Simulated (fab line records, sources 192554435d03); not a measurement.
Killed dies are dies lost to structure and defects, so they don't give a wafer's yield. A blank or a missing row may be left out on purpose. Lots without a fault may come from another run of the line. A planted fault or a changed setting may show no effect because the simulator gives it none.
Chamber matching | flow n5_finfet | N5_BEOL_M3_ALD_84 on ald_metal-04: 4 sister chambers
The step deposits TaN, pulse time 2 s, purge time 3 s, co reactant purge time 2 s. 8 wafers are shown with their chamber, then 9 later ones without.

WAFERS WITH THEIR CHAMBER
wafer  | chamber | heater_power_w (W) | susceptor_temp_C (C)
L080.3 | 3       | 363                | 275.03
L085.6 | 3       | 353                | 275.13
L086.1 | 1       | 449                | 275.24
L086.2 | 2       | 463                | 275.15
L086.3 | 0       | 464                | 274.88
L088.1 | 2       | 471                | 274.75
L088.4 | 1       | 443                | 275.14
L088.5 | 0       | 472                | 274.96

WAFERS WITHOUT THEIR CHAMBER
wafer  | heater_power_w (W) | susceptor_temp_C (C)
L093.2 | 457                | 275.01
L093.4 | 367                | 275.15
L093.6 | 449                | 274.91
L094.4 | 456                | 275.00
L094.5 | 474                | 274.65
L094.6 | 360                | 275.16
L096.1 | 463                | 275.11
L096.3 | 446                | 275.06
L096.4 | 363                | 275.24

WHICH CHAMBER EACH WENT THROUGH
wafer  | from the rows above          | in truth
L093.2 | can't be placed: 2 or 0 or 1 | 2
L093.4 | 3                            | 3
L093.6 | can't be placed: 1 or 2 or 0 | 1
L094.4 | can't be placed: 2 or 1 or 0 | 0
L094.5 | can't be placed: 0 or 2      | 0
L094.6 | 3                            | 3
L096.1 | can't be placed: 2 or 0 or 1 | 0
L096.3 | 1                            | 1
L096.4 | 3                            | 3
Placed correctly: 4 of 9. Can't be placed from these rows: 5 (the true chamber is among the candidates in 5). Placed wrongly: 0.
How it was worked out, from the rows above alone: a wafer's distance from a chamber is the root of the sum, over the readings, of the square of ((its reading less the chamber's mean) divided by the reading's scatter). The wafer belongs to the nearest chamber; if the next one is less than 2 further off, it can't be placed. A chamber's mean is the mean of its shown wafers. The scatter: the root of (the sum of the squares of (reading less its chamber's mean) over the shown wafers, divided by (wafers less chambers)).
